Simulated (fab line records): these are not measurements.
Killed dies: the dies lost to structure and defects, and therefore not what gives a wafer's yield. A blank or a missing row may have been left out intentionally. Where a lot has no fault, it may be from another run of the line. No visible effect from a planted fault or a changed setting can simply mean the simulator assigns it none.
Problem report, 8D (eight disciplines) form, completed by code -- flow nand_harc -- the parts of the form that need people (team, actions taken, sign-off) are left out

1. THE PROBLEM
A mean of 71.6 s is read at NHARC_A_CONTACT_ETCH_75 for run_length_s, taken on 1 wafer of 1 lot, against 86.2 s (standard deviation 0.4) on wafers free of any fault. Measured from the usual mean, that is -37 standard deviations.
The step: etches the open film in CF4, target depth 39 nm, time 65 s.
The first sign was on wafer L787.1 at day 21 15:52, on rie_diel-12. Wafers with a number at this step in the record: 33, from 11 lots. By rule, "out" or "out of limits" means more than 4 standard deviations away from the usual mean. The rest of the wafers with a number are treated as sound.

2. WHAT THIS IS AND IS NOT
question,is,is not
which readings at this step,run_length_s,"drypump_motor_current_A, oes_product_au, rf_vpp_V, showerhead_plenum_p_Torr, throttle_valve_pct"
which lots,L787,"L772, L774, L776, L777, L779, L781, L789, L790, L791, L792"
which wafers of those lots,L787.1,"L787.5, L787.6"
read on which tools,rie_diel-12,"rie_diel-10, rie_diel-13"
when,from day 21 15:52,"up to then (26 sound wafers); but 6 sound wafers of L791, L792 came after"

3. SUSPECTS, AND WHAT RULES EACH OUT
Counting: if a tool at a process step up to the reading ran every lot that is out, it stays a suspect. Sound lots after the first of them don't rule it out here, since some wafers of a struck lot are sound.
- rie_diel-12 at NHARC_A_CONTACT_DESCUM_74 (chemistry O2, time 3 s): kept. The lot that is out, L787, ran on it at day 21 15:48; the last sound lot it ran before that was L781, at day 19 23:41.
- rie_diel-12 at NHARC_A_CONTACT_ETCH_75 (etches the open film in CF4, target depth 39 nm, time 65 s): kept. The lot that is out, L787, ran on it at day 21 15:52; the last sound lot it ran before that was L781, at day 19 23:49. Its own run_length_s readings are out on those wafers.
- rie_diel-12, NHARC_A_CONTACT_DESCUM_74: wafers that are out in chamber 3, sound lot-mates in chambers 0, 1.
- rie_diel-12, NHARC_A_CONTACT_ETCH_75: wafers that are out in chamber 2, sound lot-mates in chambers 0, 1.
Left after counting: rie_diel-12 at NHARC_A_CONTACT_DESCUM_74, rie_diel-12 at NHARC_A_CONTACT_ETCH_75.

4. THE CAUSE (what the simulator had put in)
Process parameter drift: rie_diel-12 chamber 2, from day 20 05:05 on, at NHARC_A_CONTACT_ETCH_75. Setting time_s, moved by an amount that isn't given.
Of the 2 suspects that counting leaves, this tool is one.

5. THE EFFECT CHAIN, in route order
Each row: a reading whose mean over the struck wafers that have a number lies more than 3 standard deviations from the usual. Only readings for which the record gives a usual standard deviation are gone through. hours: the time from each lot's start at the first step in this table that gives one to its start at this step, as a median over the lots. sigmas: the change in usual standard deviations.
hours,step,reading,usual,on struck wafers,change,sigmas
0,NHARC_A_CONTACT_ETCH_75,run_length_s,86.2 s,71.6,-14.6,-37
Process steps it contains:
- NHARC_A_CONTACT_ETCH_75: etches the open film in CF4, target depth 39 nm, time 65 s.

6. HOW IT WOULD HAVE BEEN CAUGHT EARLIER
In this record the first reading out of limits was taken at day 21 15:52, 35 hours after the fault began at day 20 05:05.
